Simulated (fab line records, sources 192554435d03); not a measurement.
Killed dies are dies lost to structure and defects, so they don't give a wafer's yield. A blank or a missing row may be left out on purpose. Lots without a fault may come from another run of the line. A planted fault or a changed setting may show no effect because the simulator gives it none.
Split-lot experiment | flow n5_finfet | 7 lots, 39 wafers read, on a route of 1938 steps

THE SPLIT
At N5_HKMG_FIN_ALD_21 (deposits TiN, target thk 1.5 nm, pulse time 1 s, purge time 3 s), the setting ald_cycles was moved away from the recipe's 68 on 18 of the 39 wafers read, by -38.2% to +51.5%. The other wafers ran this setting at the recipe's value.

The reading is taken at the split's own step.

THE READING
TiN_of_HKMG_FIN_ALD_21.thk_nm (the simulator's own value, which no gauge read), in nm, at N5_HKMG_FIN_ALD_21 (deposits TiN, target thk 1.5 nm, pulse time 1 s, purge time 3 s). The file gives no usual value for it. The 21 wafers here that ran the recipe average 1.5 nm, standard deviation 0.1 nm.

wafer  | tool, chamber at the split | ald_cycles as run | against the recipe | TiN_of_HKMG_FIN_ALD_21.thk_nm, nm | against lot-mates on the recipe
L077.1 | ald_metal-01, 0,2,1        | 68                | recipe             | 1.6                               | -
L077.3 | ald_metal-01, 0,2,1        | 68                | recipe             | 1.6                               | -
L077.6 | ald_metal-01, 0,2,1        | 68                | recipe             | 1.6                               | -
L077.2 | ald_metal-01, 1,3,0        | 45                | -33.8%             | 1                                 | -0.6
L077.4 | ald_metal-01, 1,3,0        | 45                | -33.8%             | 1                                 | -0.6
L077.5 | ald_metal-01, 1,3,0        | 45                | -33.8%             | 1                                 | -0.6
L081.1 | ald_metal-03, 1,1,2        | 103               | +51.5%             | 2.2                               | +0.6
L081.5 | ald_metal-03, 1,1,2        | 103               | +51.5%             | 2.2                               | +0.6
L081.6 | ald_metal-03, 1,1,2        | 103               | +51.5%             | 2.2                               | +0.6
L081.2 | ald_metal-03, 0,3,2        | 68                | recipe             | 1.6                               | -
L081.3 | ald_metal-03, 0,3,2        | 68                | recipe             | 1.6                               | -
L081.4 | ald_metal-03, 0,3,2        | 68                | recipe             | 1.6                               | -
L082.2 | ald_metal-02, 3,2,3        | 68                | recipe             | 1.4                               | -
L082.3 | ald_metal-02, 3,2,3        | 68                | recipe             | 1.4                               | -
L082.5 | ald_metal-02, 3,2,3        | 68                | recipe             | 1.4                               | -
L088.1 | ald_metal-02, 3,2,3        | 103               | +51.5%             | 2.2                               | +0.7
L088.4 | ald_metal-02, 3,2,3        | 103               | +51.5%             | 2.2                               | +0.7
L088.6 | ald_metal-02, 3,2,3        | 103               | +51.5%             | 2.2                               | +0.7
L088.2 | ald_metal-02, 1            | 68                | recipe             | 1.6                               | -
L088.3 | ald_metal-02, 0            | 68                | recipe             | 1.4                               | -
L088.5 | ald_metal-02, 0            | 68                | recipe             | 1.4                               | -
L091.1 | ald_metal-01, 1,2,3        | 43                | -36.8%             | 1                                 | -0.4
L091.2 | ald_metal-01, 1,2,3        | 43                | -36.8%             | 1                                 | -0.4
L091.5 | ald_metal-01, 1,2,3        | 43                | -36.8%             | 1                                 | -0.4
L091.3 | ald_metal-01, 0,3,0        | 68                | recipe             | 1.4                               | -
L091.4 | ald_metal-01, 0,3,0        | 68                | recipe             | 1.4                               | -
L091.6 | ald_metal-01, 0,3,0        | 68                | recipe             | 1.4                               | -
L096.1 | ald_metal-02, 3,2,0        | 68                | recipe             | 1.4                               | -
L096.4 | ald_metal-02, 3,2,0        | 68                | recipe             | 1.4                               | -
L096.6 | ald_metal-02, 3,2,0        | 68                | recipe             | 1.4                               | -
L096.2 | ald_metal-02, 1            | 95                | +39.7%             | 2.2                               | +0.8
L096.5 | ald_metal-02, 1            | 95                | +39.7%             | 2.2                               | +0.8
L096.3 | ald_metal-02, 0            | 95                | +39.7%             | 2                                 | +0.6
L097.1 | ald_metal-01, 3,2,1        | 42                | -38.2%             | 1                                 | -0.6
L097.4 | ald_metal-01, 3,2,1        | 42                | -38.2%             | 1                                 | -0.6
L097.6 | ald_metal-01, 3,2,1        | 42                | -38.2%             | 1                                 | -0.6
L097.2 | ald_metal-01, 1,0,0        | 68                | recipe             | 1.6                               | -
L097.3 | ald_metal-01, 1,0,0        | 68                | recipe             | 1.6                               | -
L097.5 | ald_metal-01, 1,0,0        | 68                | recipe             | 1.6                               | -
Where a row lists several chambers, the file gives one row for several wafers and doesn't say which wafer went through which chamber.

THE FIT
A straight line over all 39 wafers: TiN_of_HKMG_FIN_ALD_21.thk_nm changes by +0.014 nm for each +1% of ald_cycles; r = +0.98; the points scatter about the line by 0.084 nm.
The same after taking each lot's own level away (the mean of its wafers on the recipe; 39 wafers): +0.0144 nm for each +1%; r = +0.98; scatter 0.088 nm.
On that fit, the largest move of ald_cycles shifts the reading by 0.74 nm.
The lots' own levels span 1.40 to 1.60 nm, that is 2.0 times the standard deviation above.
So the lot-to-lot level changes the slope little: the two slopes agree.
Check: with one of the wafers moved furthest among these (+51.5%) left out of the fit, the line predicts +0.754 nm for it against its lot-mates. It came out at +0.6 nm against them.

OTHER SPLITS ON THESE WAFERS
These wafers also went through other splits before the reading. Each is held against what the fit with the lots' levels taken away leaves over:
other split on the same wafers | wafers away from the commonest value | r with TiN_of_HKMG_FIN_ALD_21.thk_nm (lot level and that fit taken away)
N5_FIN_SAQP_HM_DEP_72 time_s   | 12                                   | +0.07
N5_SD_EPI_N_EPI_21 time_s      | 15                                   | +0.13

THE FILE'S OWN FIT
TiN_of_HKMG_FIN_ALD_21.thk_nm changes by +0.0144 nm for each +1% of ald_cycles, r = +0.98.
